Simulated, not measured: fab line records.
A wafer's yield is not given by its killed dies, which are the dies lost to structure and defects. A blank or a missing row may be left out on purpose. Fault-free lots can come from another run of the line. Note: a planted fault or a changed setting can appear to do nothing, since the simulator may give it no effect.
fab line records ; flow n5Finfet
record: lots: 9; wafers: 27; lastDay: 18
route steps=1938 shown HKMG_FIN@461 GATE_CUT@475 BEOL_M4@1111
lots untouched by any fault: they come from a run of this same line in which no faults occurred
startH: start of the lot's first displayed wafer, in hours after the record's first day ; waitH: time in hours since the lot's previous step ; " same as the row above ; L1.1+2: one row covering several wafers at once ; - no value present, or no start provided ; * or withheld: withheld ; < > ~ a bound
route shown NAME@n: NAME is a module with steps in the file, n the number in the route of the first one ; usual: mean/standard deviation taken from wafers without a fault ; same: alike in all rows ; chamber/n: place in a boat ; sites: the reading at each site ; _std_site: how widely they spread, as a standard deviation ; _edge_site: inner sites' mean taken away from outer sites' mean ; radiusMm: for every site, how far away it sits from the centre of the wafer ; mask NAME#n: copy n ; behind: the tool/chamber that last shaped the wafer ; hold: reason for holding the lot/hours on hold/outcome of the hold ; device: which transistor (n, p or np) failed to switch ; end of line: the route-end tests of the same wafers ; a step given without rows: its recipe and nothing more ; killed: not the wafer's yield, but the dies lost to structure and defects at the first sort ; map: shows each die of a wafer: x if killed, . if not, _ if none is there
set.NAME: the setting that was run; set.NAME@STEP: the one run at that earlier step ; model.NAME: the simulator's own value behind a step, which no gauge read
one table for each step of the route and one row for each wafer, over a sample of lots
services: a tool's chamber out of use, with start hour (startH, from the record's first day; less than 0 if before it), hours out, and reason
== steps ==
step: N5_HKMG_FIN_CMP_23
recipe: stopOn: SiNx; tOverpolishS: 10; postCmpClean: rinseOnly; downForcePsi: 4; platenRpm: 50.289; padVelocityMS: 1.0006; targetThkNm: 46.326
usual: motorCurrentA: 11.9/1.2; overpolishRunS: 10.000/0.0094; retainingRingPressureFrac: 0.999/0.0048; timeToEndpointS: 11.6/1.8
lot.wafer;tool;chamber;startH;waitH;motorCurrentA;overpolishRunS;retainingRingPressureFrac;timeToEndpointS
L592.2;cmp-02;1;84.54;0.0;11.7;10.009;1.006;12.8
L592.1;cmp-02;2;84.54;0.0;11.3;10.017;0.991;12.4
L592.3;cmp-02;0;84.54;0.0;12.6;10.002;1.005;13.0
L594.4;cmp-01;0;95.19;0.0;12.9;9.992;1.001;9.7
L594.3;cmp-01;2;95.19;0.0;12.7;10.003;0.993;10.6
L594.6;cmp-01;1;95.19;0.0;13.0;10.010;1.003;9.9
L596.3;cmp-01;2;108.96;0.1;12.6;9.999;0.996;10.1
L596.2;cmp-01;0;108.96;0.1;12.7;10.000;1.001;9.5
L596.6;cmp-01;1;108.96;0.1;12.3;9.992;0.998;12.1
L601.1;cmp-01;1;139.27;0.0;12.8;9.998;0.998;10.1
L601.5;cmp-01;1;139.27;0.0;12.8;10.002;0.995;12.8
L601.6;cmp-01;2;139.27;0.0;13.1;9.981;0.996;10.9
L605.1;cmp-02;3;161.77;0.1;11.3;9.993;1.004;5.8
L605.4;cmp-02;1;161.77;0.1;11.1;10.007;0.989;12.0
L605.5;cmp-02;3;161.77;0.1;11.5;10.011;0.997;10.1
L606.2;cmp-04;2;169.10;0.0;14.2;10.005;1.002;11.9
L606.3;cmp-04;0;169.10;0.0;10.7;9.983;1.002;10.8
L606.6;cmp-04;3;169.10;0.0;9.2;10.003;1.002;11.6
L608.1;cmp-02;3;180.37;0.0;12.1;10.005;0.994;10.0
L608.4;cmp-02;0;180.37;0.0;12.6;9.998;0.999;10.7
L608.5;cmp-02;3;180.37;0.0;11.4;10.008;1.002;11.4
L611.4;cmp-02;2;198.66;0.2;11.8;10.001;1.007;10.3
L611.1;cmp-02;3;198.66;0.2;12.7;10.009;1.008;11.5
L611.5;cmp-02;1;198.66;0.2;11.1;9.982;0.996;13.4
L614.4;cmp-04;0;222.36;0.1;11.2;10.001;1.001;13.8
L614.2;cmp-04;1;222.36;0.1;13.0;10.000;1.005;15.1
L614.5;cmp-04;3;222.36;0.1;9.3;10.011;0.999;13.6
step: N5_GATE_CUT_CMP_02
recipe: stopOn: SiO2; tOverpolishS: 12.7; postCmpClean: alkalineBrush; downForcePsi: 2.5; platenRpm: 51.8; padVelocityMS: 1.0307; targetThkNm: 0
usual: motorCurrentA: 9.0/1; overpolishRunS: 12.701/0.0088; retainingRingPressureFrac: 1.000/0.0048; timeToEndpointS: 25.5/2
lot.wafer;tool;chamber;startH;waitH;motorCurrentA;overpolishRunS;retainingRingPressureFrac;timeToEndpointS
L592.3;cmp-01;2;88.21;0.1;9.2;12.703;1.006;22.5
L592.2;cmp-01;0;88.21;0.1;9.7;12.712;1.003;23.1
L592.1;cmp-01;1;88.21;0.1;9.3;12.700;1.006;23.9
L594.4;cmp-04;0;100.17;0.1;8.2;12.707;0.998;24.7
L594.3;cmp-04;2;100.17;0.1;11.0;12.711;1.002;26.8
L594.6;cmp-04;0;100.17;0.1;8.8;12.692;0.995;24.8
L596.2;cmp-01;1;112.81;0.1;9.6;12.709;1.008;26.0
L596.3;cmp-01;3;112.81;0.1;7.9;12.697;1.004;24.0
L596.6;cmp-01;1;112.81;0.1;9.4;12.693;0.998;24.1
L601.1;cmp-01;3;142.93;0.1;7.7;12.706;1.001;15.3
L601.5;cmp-01;2;142.93;0.1;9.9;12.697;0.995;23.5
L601.6;cmp-01;3;142.93;0.1;8.0;12.703;1.004;14.2
L605.1;cmp-01;0;165.39;0.1;9.5;12.725;0.995;13.2
L605.4;cmp-01;1;165.39;0.1;9.8;12.689;1.005;26.4
L605.5;cmp-01;2;165.39;0.1;9.6;12.702;1.001;25.6
L606.3;cmp-01;2;172.84;0.1;9.8;12.711;1.002;11.3
L606.2;cmp-01;3;172.84;0.1;8.1;12.700;1.000;25.3
L606.6;cmp-01;0;172.84;0.1;9.8;12.697;0.992;11.1
L608.4;cmp-03;0;184.37;0.1;7.6;12.692;0.996;25.0
L608.1;cmp-03;1;184.37;0.1;9.0;12.705;0.995;23.6
L608.5;cmp-03;0;184.37;0.1;7.8;12.708;1.000;25.3
L611.4;cmp-04;2;202.16;0.1;10.7;12.704;1.001;23.3
L611.1;cmp-04;0;202.16;0.1;8.1;12.693;0.999;25.6
L611.5;cmp-04;1;202.16;0.1;10.1;12.702;1.005;22.9
L614.4;cmp-01;1;226.36;0.1;9.1;12.703;1.006;26.1
L614.2;cmp-01;2;226.36;0.1;9.5;12.697;1.009;22.3
L614.5;cmp-01;1;226.36;0.1;10.0;12.709;0.998;27.7
step: N5_GATE_CUT_HM_DEP_46
recipe: material: SiO2; targetThkA: 1300; tempC: 400; precursor: TEOS/O2; pressureTorr: 6.5; rfW: 900; teosFlowSccm: 161.4; gas: O2; flowSccm: 2650; timeS: 26.6
usual: heaterPowerW: 519/110; rfFwdPowerW: 888/4.2; showerheadPlenumPTorr: 8.32/0.031; throttleValvePct: 18.6/1.3
lot.wafer;tool;chamber;startH;waitH;heaterPowerW;rfFwdPowerW;showerheadPlenumPTorr;throttleValvePct
L592.1;pecvd-04;2;88.55;0.0;782;889;8.27;17.8
L592.2;pecvd-04;0;88.55;0.0;614;888;8.34;18.5
L592.3;pecvd-04;1;88.55;0.0;724;896;8.32;18.0
L594.3;pecvd-01;1;100.46;0.0;355;886;8.27;18.3
L594.4;pecvd-01;2;100.46;0.0;540;887;8.36;16.4
L594.6;pecvd-01;1;100.46;0.0;365;888;8.28;18.2
L596.2;pecvd-03;2;113.11;0.0;508;888;8.30;18.1
L596.3;pecvd-03;1;113.11;0.0;480;894;8.35;20.4
L596.6;pecvd-03;2;113.11;0.0;515;892;8.33;17.8
L601.1;pecvd-01;2;143.23;0.0;601;881;8.38;16.5
L601.5;pecvd-01;1;143.23;0.0;341;886;8.29;18.0
L601.6;pecvd-01;0;143.23;0.0;500;897;8.31;19.5
L605.1;pecvd-01;0;165.65;0.0;433;887;8.31;19.8
L605.4;pecvd-01;2;165.65;0.0;571;879;8.35;17.0
L605.5;pecvd-01;1;165.65;0.0;418;882;8.32;18.2
L606.2;pecvd-03;1;173.10;0.0;496;892;8.34;20.4
L606.3;pecvd-03;2;173.10;0.0;489;891;8.30;17.8
L606.6;pecvd-03;0;173.10;0.0;551;881;8.30;20.4
L608.1;pecvd-01;0;184.66;0.0;526;892;8.30;19.7
L608.4;pecvd-01;0;184.66;0.0;514;893;8.30;20.0
L608.5;pecvd-01;1;184.66;0.0;314;881;8.29;18.3
L611.1;pecvd-03;0;202.45;0.0;590;884;8.28;20.4
L611.4;pecvd-03;0;202.45;0.0;602;883;8.31;20.7
L611.5;pecvd-03;0;202.45;0.0;596;885;8.28;20.7
L614.2;pecvd-03;1;226.69;0.0;538;889;8.35;20.3
L614.4;pecvd-03;1;226.69;0.0;544;892;8.31;20.3
L614.5;pecvd-03;1;226.69;0.0;541;890;8.30;20.2
step: N5_GATE_CUT_OVL_MEAS_14
recipe: pointsPerWafer: 522
usual: GATE_CUT_OVL: -0.3/0.58
lot.wafer;tool;chamber;startH;waitH;GATE_CUT_OVL[nm]
L592.1;overlay-02;0;89.06;0.0;-0.6
L592.2;overlay-02;0;89.06;0.0;-0.1
L592.3;overlay-02;0;89.06;0.0;0.2
L594.3;overlay-01;0;100.97;0.0;-0.1
L594.4;overlay-01;0;100.97;0.0;0.9
L594.6;overlay-01;0;100.97;0.0;-0.1
L596.2;overlay-01;0;113.61;0.0;0.0
L596.3;overlay-01;0;113.61;0.0;0.6
L596.6;overlay-01;0;113.61;0.0;-0.1
L601.1;overlay-01;0;143.59;0.0;-0.8
L601.5;overlay-01;0;143.59;0.0;-0.7
L601.6;overlay-01;0;143.59;0.0;-1.0
L605.1;overlay-01;0;166.02;0.0;-1.3
L605.4;overlay-01;0;166.02;0.0;-0.6
L605.5;overlay-01;0;166.02;0.0;-1.3
L606.2;overlay-01;0;173.47;0.0;-0.1
L606.3;overlay-01;0;173.47;0.0;-0.1
L606.6;overlay-01;0;173.47;0.0;0.3
L608.1;overlay-02;0;185.03;0.0;0.0
L608.4;overlay-02;0;185.03;0.0;-0.6
L608.5;overlay-02;0;185.03;0.0;-0.6
L611.1;overlay-01;0;202.84;0.0;-0.8
L611.4;overlay-01;0;202.84;0.0;-1.1
L611.5;overlay-01;0;202.84;0.0;-0.9
L614.2;overlay-02;0;227.21;0.0;-0.4
L614.4;overlay-02;0;227.21;0.0;-0.4
L614.5;overlay-02;0;227.21;0.0;-0.9
step: N5_BEOL_M4_RC_MEAS_101
usual: DIBL_N: 36.4/1.4; DIBL_P: 36.3/1.8; IOFF_N: 0.163/0.024; IOFF_P: 0.21/0.034; ION_N: 673/11; ION_P: 461/7.4; SS_N: 71.6/0.52; SS_P: 73.3/0.58; VT_N: 249.4/2.5; VT_P: -250/3.5
lot.wafer;tool;chamber;startH;waitH;DIBL_N[mV/V];DIBL_P[mV/V];IOFF_N[nA/um];IOFF_P[nA/um];ION_N[uA/um];ION_P[uA/um];SS_N[mV/dec];SS_P[mV/dec];VT_N[mV];VT_P[mV]
L592.1;prober-02;0;170.66;0.0;37.2;37.1;0.176;0.21;668;451;71.9;73.0;248.3;-249
L592.2;prober-02;0;170.66;0.0;36.7;37.9;0.180;0.23;684;467;71.8;73.3;248.2;-249
L592.3;prober-02;0;170.66;0.0;37.6;37.5;0.190;0.22;673;456;71.6;72.7;248.1;-249
L594.3;prober-02;0;186.20;0.3;36.8;37.2;0.173;0.19;674;449;71.8;73.8;246.7;-254
L594.4;prober-02;0;186.20;0.3;36.2;36.3;0.167;0.19;685;455;71.4;72.5;246.7;-254
L594.6;prober-02;0;186.20;0.3;35.0;35.3;0.147;0.17;668;453;71.9;72.8;251.3;-254
L596.2;prober-01;0;201.78;0.2;37.5;38.4;0.198;0.24;678;458;72.5;74.3;247.3;-249
L596.3;prober-01;0;201.78;0.2;39.0;39.6;0.209;0.26;679;460;72.6;74.2;246.0;-252
L596.6;prober-01;0;201.78;0.2;37.6;38.6;0.190;0.24;682;469;71.7;73.8;248.4;-249
L601.1;prober-02;0;218.60;0.0;37.4;37.7;0.189;0.24;675;464;71.9;73.2;245.7;-250
L601.5;prober-02;0;218.60;0.0;37.1;37.6;0.195;0.24;708;472;71.1;73.7;246.1;-247
L601.6;prober-02;0;218.60;0.0;35.2;35.3;0.146;0.20;686;470;71.2;73.1;252.9;-251
L605.1;prober-01;0;257.91;0.0;35.4;36.1;0.172;0.22;688;466;72.0;73.5;246.6;-246
L605.4;prober-01;0;257.91;0.0;35.2;35.5;0.160;0.21;664;464;70.9;73.1;251.5;-246
L605.5;prober-01;0;257.91;0.0;37.6;38.1;0.204;0.25;683;463;71.9;74.3;245.7;-245
L606.2;prober-01;0;260.35;0.2;35.4;36.8;0.153;0.22;674;461;71.8;72.6;250.4;-249
L606.3;prober-01;0;260.35;0.2;34.9;35.6;0.145;0.20;648;450;71.6;73.0;251.5;-251
L606.6;prober-01;0;260.35;0.2;36.1;36.5;0.154;0.21;666;458;71.9;73.0;252.0;-251
L608.1;prober-01;0;266.60;0.0;36.4;37.2;0.175;0.22;676;461;71.5;73.4;248.3;-248
L608.4;prober-01;0;266.60;0.0;34.9;35.6;0.147;0.19;683;465;70.5;72.6;248.1;-251
L608.5;prober-01;0;266.60;0.0;35.2;36.2;0.153;0.19;682;468;70.8;72.1;249.0;-251
L611.1;prober-01;0;286.41;0.0;39.8;39.1;0.201;0.26;667;458;71.8;74.0;250.8;-245
L611.4;prober-01;0;286.41;0.0;38.6;37.8;0.186;0.25;684;467;71.5;73.6;249.1;-245
L611.5;prober-01;0;286.41;0.0;38.2;37.4;0.171;0.23;666;463;71.7;73.3;248.9;-247
L614.2;prober-01;0;306.09;0.2;37.4;35.5;0.158;0.23;674;466;71.0;73.2;249.3;-247
L614.4;prober-01;0;306.09;0.2;40.3;38.7;0.217;0.30;691;465;72.4;73.9;245.3;-242
L614.5;prober-01;0;306.09;0.2;36.6;33.9;0.146;0.22;656;458;71.6;72.1;254.2;-247
== services ==
tool;chamber;startH;hours;kind
pecvd-04;0;124.85;5.0;scheduledDown
pecvd-04;-;127.70;0.8;pm
pecvd-01;1;135.26;5.5;scheduledDown
cmp-03;-;140.57;2.4;repair
pecvd-01;0;146.31;2.1;scheduledDown
cmp-02;-;150.80;4.0;pm
cmp-02;-;154.80;-;consumableReplace:conditioner
cmp-02;-;154.80;-;consumableReplace:pad
cmp-03;-;155.77;4.0;pm
pecvd-04;-;200.20;0.3;repair
pecvd-03;2;202.38;-;clean
pecvd-03;2;202.38;-;consumableReplace:showerhead
pecvd-03;2;202.38;29.0;scheduledDown
pecvd-03;2;202.38;29.0;ventCycle
cmp-02;-;215.18;2.3;repair
cmp-03;-;220.46;0.3;repair
cmp-03;-;226.68;4.0;pm
== key ==
firstSign: step: N5_GATE_CUT_CMP_02; reading: timeToEndpointS; direction: down; sigmas: 6.2; usual: *; struck: *
effect none on later readings
metAt N5_GATE_CUT_CMP_02
struckLots L601,L605,L606
struckWafers L601.1,L601.6,L605.1,L606.3,L606.6
notActingAt N5_HKMG_FIN_CMP_23,N5_GATE_CUT_HM_DEP_46,N5_GATE_CUT_OVL_MEAS_14
onsetBetween 112.81 142.93
fault: kind: processParameterDrift; tool: cmp-01; chamber: -; onsetH: 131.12; steps: N5_GATE_CUT_CMP_02; channel: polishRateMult; offset: 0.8; shape: step; endH: 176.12; scope: struckWafersOnly
